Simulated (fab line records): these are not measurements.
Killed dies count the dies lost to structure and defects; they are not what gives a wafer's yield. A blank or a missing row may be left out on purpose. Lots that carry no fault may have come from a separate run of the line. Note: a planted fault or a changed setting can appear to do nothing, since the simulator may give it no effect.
Matching of chambers :: flow n5Finfet :: N5_HKMG_FIN_ALD_71 on aldMetal-01: 4 sister chambers
The step deposits TiN, target thk 1 nm, pulse time 1 s, purge time 3 s. 22 wafers are shown with their chamber, then 11 later ones without.

WAFERS WITH THEIR CHAMBER
wafer: L075.1
chamber: 1
heaterPowerW (W): 901
precursorPulseHeightRel: 0.972

wafer: L075.2
chamber: 2
heaterPowerW (W): 877
precursorPulseHeightRel: 0.988

wafer: L075.6
chamber: 0
heaterPowerW (W): 826
precursorPulseHeightRel: 1.004

wafer: L079.1
chamber: 0
heaterPowerW (W): 835
precursorPulseHeightRel: 0.984

wafer: L079.4
chamber: 2
heaterPowerW (W): 898
precursorPulseHeightRel: 1.013

wafer: L079.6
chamber: 2
heaterPowerW (W): 887
precursorPulseHeightRel: 1.024

wafer: L083.2
chamber: 3
heaterPowerW (W): 791
precursorPulseHeightRel: 0.985

wafer: L083.3
chamber: 2
heaterPowerW (W): 907
precursorPulseHeightRel: 0.980

wafer: L083.6
chamber: 2
heaterPowerW (W): 870
precursorPulseHeightRel: 0.979

wafer: L085.1
chamber: 2
heaterPowerW (W): 879
precursorPulseHeightRel: 0.990

wafer: L085.4
chamber: 3
heaterPowerW (W): 777
precursorPulseHeightRel: 0.982

wafer: L085.6
chamber: 0
heaterPowerW (W): 812
precursorPulseHeightRel: 0.995

wafer: L087.1
chamber: 2
heaterPowerW (W): 875
precursorPulseHeightRel: 0.998

wafer: L087.2
chamber: 0
heaterPowerW (W): 850
precursorPulseHeightRel: 0.980

wafer: L087.5
chamber: 2
heaterPowerW (W): 893
precursorPulseHeightRel: 0.994

wafer: L091.2
chamber: 3
heaterPowerW (W): 767
precursorPulseHeightRel: 1.012

wafer: L091.5
chamber: 2
heaterPowerW (W): 894
precursorPulseHeightRel: 1.012

wafer: L091.6
chamber: 1
heaterPowerW (W): 897
precursorPulseHeightRel: 1.002

wafer: L092.1
chamber: 2
heaterPowerW (W): 899
precursorPulseHeightRel: 1.017

wafer: L092.2
chamber: 1
heaterPowerW (W): 880
precursorPulseHeightRel: 0.956

wafer: L092.3
chamber: 0
heaterPowerW (W): 839
precursorPulseHeightRel: 0.995

wafer: L092.4
chamber: 3
heaterPowerW (W): 749
precursorPulseHeightRel: 0.987

SIGNATURES, as means of the wafers listed above
reading: heaterPowerW
chamber 0: 832.40
chamber 1: 892.67
chamber 2: 887.90
chamber 3: 771.00
scatter within a chamber: 13.6

reading: precursorPulseHeightRel
chamber 0: 0.99160
chamber 1: 0.97667
chamber 2: 0.99950
chamber 3: 0.99150
scatter within a chamber: 0.0155
Rule: distance of a wafer from a chamber = root of the sum over the readings of ((wafer's reading minus chamber's mean) / reading's scatter) squared. If the next closest chamber is less than 2 further off than the closest, the wafer can't be placed; otherwise it belongs to the closest. The scatter: the root of (the sum of the squares of (reading less its chamber's mean) over the shown wafers, divided by (wafers less chambers)).

WAFERS WHOSE CHAMBER IS MISSING
wafer: L092.5
heaterPowerW (W): 875
precursorPulseHeightRel: 0.993

wafer: L092.6
heaterPowerW (W): 859
precursorPulseHeightRel: 0.958

wafer: L093.2
heaterPowerW (W): 873
precursorPulseHeightRel: 0.979

wafer: L093.4
heaterPowerW (W): 910
precursorPulseHeightRel: 0.987

wafer: L093.6
heaterPowerW (W): 769
precursorPulseHeightRel: 0.990

wafer: L095.1
heaterPowerW (W): 868
precursorPulseHeightRel: 0.981

wafer: L095.2
heaterPowerW (W): 773
precursorPulseHeightRel: 0.973

wafer: L095.3
heaterPowerW (W): 876
precursorPulseHeightRel: 0.983

wafer: L095.4
heaterPowerW (W): 854
precursorPulseHeightRel: 0.996

wafer: L095.5
heaterPowerW (W): 751
precursorPulseHeightRel: 0.995

wafer: L095.6
heaterPowerW (W): 846
precursorPulseHeightRel: 0.992

WHICH CHAMBER EACH WENT THROUGH
wafer: L092.5
from the rows above: can't be placed: 2 or 1
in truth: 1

wafer: L092.6
from the rows above: can't be placed: 1 or 0 or 2
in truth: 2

wafer: L093.2
from the rows above: can't be placed: 1 or 2 or 0
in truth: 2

wafer: L093.4
from the rows above: can't be placed: 1 or 2
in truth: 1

wafer: L093.6
from the rows above: 3
in truth: 3

wafer: L095.1
from the rows above: can't be placed: 1 or 2 or 0
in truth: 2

wafer: L095.2
from the rows above: 3
in truth: 3

wafer: L095.3
from the rows above: can't be placed: 1 or 2 or 0
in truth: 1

wafer: L095.4
from the rows above: can't be placed: 0 or 2 or 1
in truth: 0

wafer: L095.5
from the rows above: 3
in truth: 3

wafer: L095.6
from the rows above: 0
in truth: 0
Correctly placed: 4 of 11. Cannot be placed on the basis of these rows: 7; the candidates contain the true chamber in 7. Number placed wrongly: 0.
